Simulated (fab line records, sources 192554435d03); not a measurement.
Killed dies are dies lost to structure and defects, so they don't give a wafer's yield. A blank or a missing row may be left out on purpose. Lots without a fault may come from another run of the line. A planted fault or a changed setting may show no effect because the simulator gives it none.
Split-lot experiment | flow n5_finfet | 7 lots, 39 wafers read, on a route of 1938 steps

THE SPLIT
At N5_SD_EPI_P_EXPOSE_06 (exposes mask SD P BLK, target cd 240 nm), the setting dose_mj was moved away from the recipe's 39.5 on 12 of the 39 wafers read, by -5.2% to +5.9%. The other wafers ran this setting at the recipe's value.

FROM THE SPLIT TO THE READING: what the file shows between them, 2 steps
- N5_SD_EPI_P_PEB_07: peb time 60 s
- N5_SD_EPI_P_DEVELOP_08: develop time 30 s

THE READING
cd_nm, in nm, at N5_SD_EPI_P_CD_MEAS_09 (target cd 240 nm). Fault-free wafers of this fab line usually give 239.6 nm, standard deviation 0.79 nm.

wafer  | tool, chamber at the split | dose_mj as run | against the recipe | cd_nm, nm | against lot-mates on the recipe
L074.1 | arfi_scanner-01, 0         | 39.5           | recipe             | 238.7     | -
L074.2 | arfi_scanner-01, 0         | 39.5           | recipe             | 239.1     | -
L074.3 | arfi_scanner-01, 0         | 39.5           | recipe             | 240.3     | -
L074.4 | arfi_scanner-01, 0         | 41.83          | +5.9%              | 243.6     | +4.2
L074.5 | arfi_scanner-01, 0         | 41.83          | +5.9%              | 244.1     | +4.7
L074.6 | arfi_scanner-01, 0         | 41.83          | +5.9%              | 243.5     | +4.1
L076.1 | arfi_scanner-01, 0         | 39.5           | recipe             | 237.8     | -
L076.2 | arfi_scanner-01, 0         | 40.44          | +2.4%              | 241.2     | +2.3
L076.3 | arfi_scanner-01, 0         | 39.5           | recipe             | 239.6     | -
L076.4 | arfi_scanner-01, 0         | 40.44          | +2.4%              | 241.1     | +2.2
L076.5 | arfi_scanner-01, 0         | 39.5           | recipe             | 239.3     | -
L076.6 | arfi_scanner-01, 0         | 40.44          | +2.4%              | 240.6     | +1.7
L077.1 | arfi_scanner-02, 0         | 40.72          | +3.1%              | 240.6     | +1.4
L077.2 | arfi_scanner-02, 0         | 39.5           | recipe             | 238.7     | -
L077.3 | arfi_scanner-02, 0         | 40.72          | +3.1%              | 241.3     | +2.1
L077.4 | arfi_scanner-02, 0         | 39.5           | recipe             | 239.9     | -
L077.5 | arfi_scanner-02, 0         | 40.72          | +3.1%              | 240.0     | +0.8
L077.6 | arfi_scanner-02, 0         | 39.5           | recipe             | 238.9     | -
L081.1 | arfi_scanner-02, 0         | 39.5           | recipe             | 239.0     | -
L081.2 | arfi_scanner-02, 0         | 39.5           | recipe             | 239.3     | -
L081.4 | arfi_scanner-02, 0         | 39.5           | recipe             | 238.5     | -
L088.1 | arfi_scanner-01, 0         | 39.5           | recipe             | 240.0     | -
L088.2 | arfi_scanner-01, 0         | 39.5           | recipe             | 240.1     | -
L088.3 | arfi_scanner-01, 0         | 39.5           | recipe             | 239.9     | -
L088.4 | arfi_scanner-01, 0         | 39.5           | recipe             | 240.1     | -
L088.5 | arfi_scanner-01, 0         | 39.5           | recipe             | 240.2     | -
L088.6 | arfi_scanner-01, 0         | 39.5           | recipe             | 239.2     | -
L095.1 | arfi_scanner-01, 0         | 39.5           | recipe             | 241.7     | -
L095.2 | arfi_scanner-01, 0         | 39.5           | recipe             | 239.7     | -
L095.3 | arfi_scanner-01, 0         | 39.5           | recipe             | 239.9     | -
L095.4 | arfi_scanner-01, 0         | 39.5           | recipe             | 239.2     | -
L095.5 | arfi_scanner-01, 0         | 39.5           | recipe             | 240.3     | -
L095.6 | arfi_scanner-01, 0         | 39.5           | recipe             | 240.4     | -
L096.1 | arfi_scanner-02, 0         | 39.5           | recipe             | 238.5     | -
L096.2 | arfi_scanner-02, 0         | 37.45          | -5.2%              | 235.5     | -2.8
L096.3 | arfi_scanner-02, 0         | 37.45          | -5.2%              | 234.5     | -3.8
L096.4 | arfi_scanner-02, 0         | 39.5           | recipe             | 238.3     | -
L096.5 | arfi_scanner-02, 0         | 39.5           | recipe             | 238.0     | -
L096.6 | arfi_scanner-02, 0         | 37.45          | -5.2%              | 235.0     | -3.3

THE FIT
A straight line over all 39 wafers: cd_nm changes by +0.737 nm for each +1% of dose_mj; r = +0.91; the points scatter about the line by 0.83 nm.
The same after taking each lot's own level away (the mean of its wafers on the recipe; 39 wafers): +0.675 nm for each +1%; r = +0.94; scatter 0.59 nm.
On that fit, the largest move of dose_mj shifts the reading by 4 nm.
The lots' own levels span 238.27 to 240.20 nm, that is 2.4 times the standard deviation above.
So the lot-to-lot level changes the slope little: the two slopes agree.
Check: with one of the wafers moved furthest among these (+5.9%) left out of the fit, the line predicts +3.98 nm for it against its lot-mates. It came out at +4.23 nm against them.

OTHER SPLITS ON THESE WAFERS
These wafers also went through other splits before the reading. Each is held against what the fit with the lots' levels taken away leaves over:
other split on the same wafers  | wafers away from the commonest value | r with cd_nm (lot level and that fit taken away)
N5_FIN_CUT_CUT_ETCH_26 time_s   | 12                                   | +0.13
N5_DUMMY_GATE_EXPOSE_12 dose_mj | 18                                   | +0.10

THE WHOLE CHAIN: every reading that the file lists as answering this split, in the file's order
step                   | what it does                                           | reading                                                         | change (the file's fit)               | r (the file's)
N5_SD_EPI_P_CD_MEAS_09 | target cd 240 nm                                       | cd_nm                                                           | +0.677 nm for each +1% of the setting | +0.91
N5_SD_EPI_P_DESCUM_14  | chemistry O2, time 7.9 s                               | SD_EPI_P.cd_nm (the simulator's own value, which no gauge read) | +0.685 nm for each +1% of the setting | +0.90
N5_SD_EPI_P_ETCH_36    | etches SiARC in CF4, target depth 45.5 nm, time 75.8 s | SD_EPI_P.cd_nm (the simulator's own value, which no gauge read) | +0.719 nm for each +1% of the setting | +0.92

THE FILE'S OWN FIT
cd_nm changes by +0.677 nm for each +1% of dose_mj, r = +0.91.
